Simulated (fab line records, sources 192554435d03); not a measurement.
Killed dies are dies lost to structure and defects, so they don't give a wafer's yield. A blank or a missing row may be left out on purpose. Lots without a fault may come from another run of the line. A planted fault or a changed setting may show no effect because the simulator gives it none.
Split-lot experiment | flow n5_finfet | 7 lots, 21 wafers read, on a route of 1938 steps

THE SPLIT
At N5_BEOL_M5_COAT_71 (time 60 s, resist thk 5 nm), the setting spin_rpm was moved away from the recipe's 1500 rpm on 10 of the 21 wafers read, by -8.5% to +5.7%. The other wafers ran this setting at the recipe's value.

FROM THE SPLIT TO THE READING: what the file shows between them, 3 steps
- N5_BEOL_M5_COAT_05: resist thk 30 nm
- N5_BEOL_M5_EBR_07
- N5_BEOL_M5_DESCUM_16: chemistry O2, time 7 s

THE READING
etch.depth_nm (the simulator's own value, which no gauge read), in nm, at N5_BEOL_M5_ETCH_72 (etches underlayer in N2/H2, target depth 6.5 nm, time 5.2 s). The file gives no usual value for it. The 11 wafers here that ran the recipe average 5.003 nm, standard deviation 0.02 nm.

wafer  | tool, chamber at the split | spin_rpm as run, rpm | against the recipe | etch.depth_nm, nm | against lot-mates on the recipe
L085.1 | litho_track-05, 0          | 1586                 | +5.7%              | 4.853             | -0.143
L085.2 | litho_track-05, 0          | 1500                 | recipe             | 4.996             | -
L085.6 | litho_track-05, 0          | 1586                 | +5.7%              | 4.85              | -0.146
L086.1 | litho_track-05, 0          | 1400                 | -6.7%              | 5.176             | +0.166
L086.2 | litho_track-05, 0          | 1400                 | -6.7%              | 5.159             | +0.149
L086.5 | litho_track-05, 0          | 1500                 | recipe             | 5.01              | -
L088.1 | litho_track-04, 0          | 1500                 | recipe             | 5.028             | -
L088.2 | litho_track-04, 0          | 1500                 | recipe             | 5.02              | -
L088.3 | litho_track-04, 0          | 1500                 | recipe             | 5.022             | -
L090.1 | litho_track-05, 0          | 1444                 | -3.7%              | 5.116             | +0.103
L090.2 | litho_track-05, 0          | 1444                 | -3.7%              | 5.114             | +0.101
L090.3 | litho_track-05, 0          | 1500                 | recipe             | 5.013             | -
L091.3 | litho_track-03, 0          | 1373                 | -8.5%              | 5.175             | +0.206
L091.4 | litho_track-03, 0          | 1500                 | recipe             | 4.969             | -
L091.6 | litho_track-03, 0          | 1373                 | -8.5%              | 5.201             | +0.232
L094.2 | litho_track-03, 0          | 1500                 | recipe             | 4.977             | -
L094.5 | litho_track-03, 0          | 1500                 | recipe             | 4.981             | -
L094.6 | litho_track-03, 0          | 1500                 | recipe             | 4.986             | -
L096.3 | litho_track-05, 0          | 1577                 | +5.1%              | 4.907             | -0.119
L096.4 | litho_track-05, 0          | 1500                 | recipe             | 5.026             | -
L096.5 | litho_track-05, 0          | 1577                 | +5.1%              | 4.886             | -0.140

THE FIT
A straight line over all 21 wafers: etch.depth_nm changes by -0.0237 nm for each +1% of spin_rpm; r = -0.98; the points scatter about the line by 0.02 nm.
The same after taking each lot's own level away (the mean of its wafers on the recipe; 21 wafers): -0.0252 nm for each +1%; r = -1.00; scatter 0.0079 nm.
On that fit, the largest move of spin_rpm shifts the reading by 0.21 nm.
The lots' own levels span 4.9690 to 5.0260 nm, that is 2.8 times the standard deviation above.
So the lot-to-lot level changes the slope little: the two slopes agree.
Check: with one of the wafers moved furthest among these (-8.5%) left out of the fit, the line predicts +0.216 nm for it against its lot-mates. It came out at +0.206 nm against them.

OTHER SPLITS ON THESE WAFERS
These wafers also went through other splits before the reading. Each is held against what the fit with the lots' levels taken away leaves over:
other split on the same wafers    | wafers away from the commonest value | r with etch.depth_nm (lot level and that fit taken away)
N5_BEOL_M2_DESCUM_33 time_s       | 7                                    | +0.15
N5_BEOL_M2_ETCH_69 bias_w         | 7                                    | -0.07
N5_BEOL_M3_COAT_61 spin_rpm       | 8                                    | -0.01
N5_BEOL_M3_COAT_73 temp_c         | 6                                    | -0.11
N5_BEOL_M4_DESCUM_16 time_s       | 5                                    | +0.15
N5_BEOL_M4_ETCH_64 bias_w         | 14                                   | +0.10
N5_BEOL_M5_HM_DEP_02 target_thk_a | 9                                    | -0.23

THE FILE'S OWN FIT
etch.depth_nm changes by -0.0253 nm for each +1% of spin_rpm, r = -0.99.
